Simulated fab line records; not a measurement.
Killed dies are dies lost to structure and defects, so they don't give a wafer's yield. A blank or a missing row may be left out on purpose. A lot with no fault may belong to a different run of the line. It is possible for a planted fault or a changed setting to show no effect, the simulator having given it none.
Chamber matching / flow nand-harc / rie-diel-10 running NHARC_A_STAIRCASE_TRIM_187: 4 sister chambers
The step chemistry O2, time 211.2 s. 4 wafers are shown with their chamber, then 7 later ones without.

## WAFERS WITH THEIR CHAMBER
wafer=L088.3; chamber=0; drypump-motor-current-A (A)=5.5
wafer=L088.6; chamber=2; drypump-motor-current-A (A)=6.2
wafer=L090.1; chamber=1; drypump-motor-current-A (A)=6.7
wafer=L090.3; chamber=3; drypump-motor-current-A (A)=5.2

## WAFERS WITH NO CHAMBER GIVEN
wafer=L090.6; drypump-motor-current-A (A)=5.2
wafer=L089.1; drypump-motor-current-A (A)=6.3
wafer=L089.4; drypump-motor-current-A (A)=6.7
wafer=L089.6; drypump-motor-current-A (A)=6.3
wafer=L096.4; drypump-motor-current-A (A)=5.4
wafer=L096.5; drypump-motor-current-A (A)=5.2
wafer=L096.6; drypump-motor-current-A (A)=5.5

## EACH ONE'S CHAMBER
wafer=L090.6; from the rows above=3; in truth=3
wafer=L089.1; from the rows above=2; in truth=2
wafer=L089.4; from the rows above=1; in truth=1
wafer=L089.6; from the rows above=2; in truth=2
wafer=L096.4; from the rows above=can't be placed: 0 or 3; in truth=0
wafer=L096.5; from the rows above=3; in truth=3
wafer=L096.6; from the rows above=0; in truth=0
Correct placement for 6 of the 7. Not placeable from these rows: 1 (in 1, the candidates include the true chamber). Placed wrongly: 0.
How it was worked out, from the rows above alone: a wafer's distance from a chamber is the root of the sum, over the readings, of the square of ((its reading less the chamber's mean) divided by the reading's scatter). The wafer belongs to the nearest chamber; if the next one is less than 2 further off, it can't be placed. The mean given for a chamber averages the wafers shown for that chamber. The scatter: with one shown wafer a chamber, the root of the mean of the squares of how far each hidden wafer lies from its nearest shown one.
